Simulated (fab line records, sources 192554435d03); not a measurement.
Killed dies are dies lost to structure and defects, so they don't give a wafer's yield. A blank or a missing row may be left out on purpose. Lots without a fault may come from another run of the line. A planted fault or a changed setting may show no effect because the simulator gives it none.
Chamber matching | flow n5_finfet | N5_FIN_SAQP_SPACER1_ETCHBACK_25 on rie_diel-02: 4 sister chambers
The step etches SiO2 in CHF3/O2, target depth 24.4 nm, time 12.2 s. 8 wafers are shown with their chamber, then 8 later ones without.

WAFERS WITH THEIR CHAMBER
wafer  | chamber | throttle_valve_pct (%) | drypump_motor_current_A (A)
L080.6 | 3       | 18.52                  | 6.3
L081.3 | 3       | 18.53                  | 6.4
L085.1 | 2       | 18.95                  | 5.2
L085.3 | 0       | 18.68                  | 6.1
L085.6 | 1       | 19.14                  | 5.5
L086.2 | 1       | 19.14                  | 5.5
L086.3 | 0       | 18.68                  | 6.0
L086.4 | 2       | 18.95                  | 5.2

WAFERS WITHOUT THEIR CHAMBER
wafer  | throttle_valve_pct (%) | drypump_motor_current_A (A)
L088.3 | 18.96                  | 5.2
L088.5 | 18.68                  | 6.1
L088.6 | 19.15                  | 5.5
L091.3 | 19.15                  | 5.5
L091.4 | 18.56                  | 6.3
L091.5 | 19.18                  | 5.5
L096.2 | 19.19                  | 5.5
L096.4 | 19.00                  | 5.2

WHICH CHAMBER EACH WENT THROUGH
wafer  | from the rows above | in truth
L088.3 | 2                   | 2
L088.5 | 0                   | 0
L088.6 | 1                   | 1
L091.3 | 1                   | 1
L091.4 | 3                   | 3
L091.5 | 1                   | 1
L096.2 | 1                   | 1
L096.4 | 2                   | 2
Placed correctly: 8 of 8. Can't be placed from these rows: 0. Placed wrongly: 0.
How it was worked out, from the rows above alone: a wafer's distance from a chamber is the root of the sum, over the readings, of the square of ((its reading less the chamber's mean) divided by the reading's scatter). The wafer belongs to the nearest chamber; if the next one is less than 2 further off, it can't be placed. A chamber's mean is the mean of its shown wafers. The scatter: the root of (the sum of the squares of (reading less its chamber's mean) over the shown wafers, divided by (wafers less chambers)).
